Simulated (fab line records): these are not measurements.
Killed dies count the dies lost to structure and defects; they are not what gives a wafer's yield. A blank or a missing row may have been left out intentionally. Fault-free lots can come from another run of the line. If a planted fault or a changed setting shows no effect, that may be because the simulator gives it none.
Lot-split experiment | flow n5 finfet | on a route of 1938 steps: 7 lots, 39 wafers read

## ON THE SPLIT
At N5_BEOL_M13_SPUTTER_43 (material TaN, target thk 15 nm, time 24.19 s), the setting time s was moved away from the recipe's 24.19 s on 18 of the 39 wafers read, by -58.2% to +44.5%. This setting was run at the recipe's value on the other wafers.

## FROM THE SPLIT TO THE READING: what the file shows between them, 4 steps
- N5_BEOL_M13_SPUTTER_44: material Ta, target thk 10 nm, time 16.13 s
- N5_BEOL_M13_SPUTTER_45: material Cu, target thk 80 nm, time 13.33 s
- N5_BEOL_M13_ECD_47: material Cu, target thk 936 nm
- N5_BEOL_M13_ANNEAL_48: time 90 s

## THE READING
barrier field endpoint s, in s, at N5_BEOL_M13_CMP_49 (polishes, stops on SiOC, t overpolish 17.1 s, target thk 420 nm). A value of 30.0 s with a standard deviation of 0.75 s is what fault-free wafers of this fab line usually give.

wafer  | tool, chamber at the split | time s as run, s | against the recipe | barrier field endpoint s, s | against lot-mates on the recipe
L075.1 | pvd sputter-01, -          | 24.19            | recipe             | 30.4                        | -
L075.3 | pvd sputter-01, -          | 34.95            | +44.5%             | 36.9                        | +6.8
L075.2 | pvd sputter-01, -          | 24.19            | recipe             | 29.2                        | -
L075.4 | pvd sputter-01, -          | 34.95            | +44.5%             | 38.6                        | +8.5
L075.6 | pvd sputter-01, -          | 24.19            | recipe             | 30.6                        | -
L075.5 | pvd sputter-01, -          | 34.95            | +44.5%             | 37.1                        | +7.0
L076.1 | pvd sputter-03, -          | 32.82            | +35.7%             | 38.2                        | +7.9
L076.2 | pvd sputter-03, -          | 24.19            | recipe             | 30.6                        | -
L076.3 | pvd sputter-03, -          | 24.19            | recipe             | 29.8                        | -
L076.4 | pvd sputter-03, -          | 32.82            | +35.7%             | 37.8                        | +7.5
L076.6 | pvd sputter-03, -          | 32.82            | +35.7%             | 37.9                        | +7.6
L076.5 | pvd sputter-03, -          | 24.19            | recipe             | 30.4                        | -
L085.3 | pvd sputter-01, -          | 31.82            | +31.5%             | 35.5                        | +4.8
L085.1 | pvd sputter-01, -          | 31.82            | +31.5%             | 36.6                        | +5.9
L085.4 | pvd sputter-01, -          | 24.19            | recipe             | 30.7                        | -
L085.2 | pvd sputter-01, -          | 24.19            | recipe             | 30.3                        | -
L085.6 | pvd sputter-01, -          | 31.82            | +31.5%             | 36.2                        | +5.5
L085.5 | pvd sputter-01, -          | 24.19            | recipe             | 31.0                        | -
L088.4 | pvd sputter-01, -          | 24.19            | recipe             | 30.2                        | -
L088.3 | pvd sputter-01, -          | 24.19            | recipe             | 29.5                        | -
L088.2 | pvd sputter-01, -          | 24.19            | recipe             | 29.5                        | -
L088.1 | pvd sputter-01, -          | 10.11            | -58.2%             | 18.6                        | -11.1
L088.6 | pvd sputter-01, -          | 10.11            | -58.2%             | 19.3                        | -10.4
L088.5 | pvd sputter-01, -          | 10.11            | -58.2%             | 19.4                        | -10.3
L090.1 | pvd sputter-03, -          | 24.19            | recipe             | 28.7                        | -
L090.4 | pvd sputter-03, -          | 24.19            | recipe             | 29.5                        | -
L090.5 | pvd sputter-03, -          | 24.19            | recipe             | 29.7                        | -
L091.2 | pvd sputter-01, -          | 28.41            | +17.4%             | 32.3                        | +2.6
L091.3 | pvd sputter-01, -          | 28.41            | +17.4%             | 32.7                        | +3.0
L091.1 | pvd sputter-01, -          | 24.19            | recipe             | 28.9                        | -
L091.4 | pvd sputter-01, -          | 24.19            | recipe             | 30.8                        | -
L091.5 | pvd sputter-01, -          | 28.41            | +17.4%             | 32.1                        | +2.4
L091.6 | pvd sputter-01, -          | 24.19            | recipe             | 29.4                        | -
L094.4 | pvd sputter-03, -          | 24.19            | recipe             | 28.9                        | -
L094.3 | pvd sputter-03, -          | 24.19            | recipe             | 29.5                        | -
L094.1 | pvd sputter-03, -          | 28.87            | +19.3%             | 32.7                        | +3.7
L094.2 | pvd sputter-03, -          | 28.87            | +19.3%             | 33.0                        | +4.0
L094.6 | pvd sputter-03, -          | 24.19            | recipe             | 28.5                        | -
L094.5 | pvd sputter-03, -          | 28.87            | +19.3%             | 32.9                        | +3.9

FIT RESULTS
A straight line over all 39 wafers: barrier field endpoint s changes by +0.188 s for each +1% of time s; r = +0.99; the points scatter about the line by 0.82 s.
The same after taking each lot's own level away (the mean of its wafers on the recipe; 39 wafers): +0.183 s for each +1%; r = +0.99; scatter 0.64 s.
According to that fit, moving time s by its largest amount changes the reading by 11 s.
The lots' own levels span 28.97 to 30.67 s, that is 2.3 times the standard deviation above.
Hence the lot-to-lot level has little effect on the slope; both slopes agree.
Check: for one of the wafers moved furthest among these (-58.2%), held out of the fit, the line's prediction against its lot-mates is -10.5 s. Against them it came out at -11.1 s.

## THE WHOLE CHAIN: every reading that the file lists as answering this split, in the file's order
step                   | what it does                                                    | reading                                                                            | change (the file's fit)              | r (the file's)
N5_BEOL_M13_SPUTTER_43 | material TaN, target thk 15 nm, time 24.19 s                    | TaN_of_BEOL_M13_SPUTTER_43.thk nm (the simulator's own value, which no gauge read) | +0.15 nm for each +1% of the setting | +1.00
N5_BEOL_M13_CMP_49     | polishes, stops on SiOC, t overpolish 17.1 s, target thk 420 nm | barrier field endpoint s                                                           | +0.182 s for each +1% of the setting | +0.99

## FILE'S OWN FIT
barrier field endpoint s changes by +0.182 s for each +1% of time s, r = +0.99.
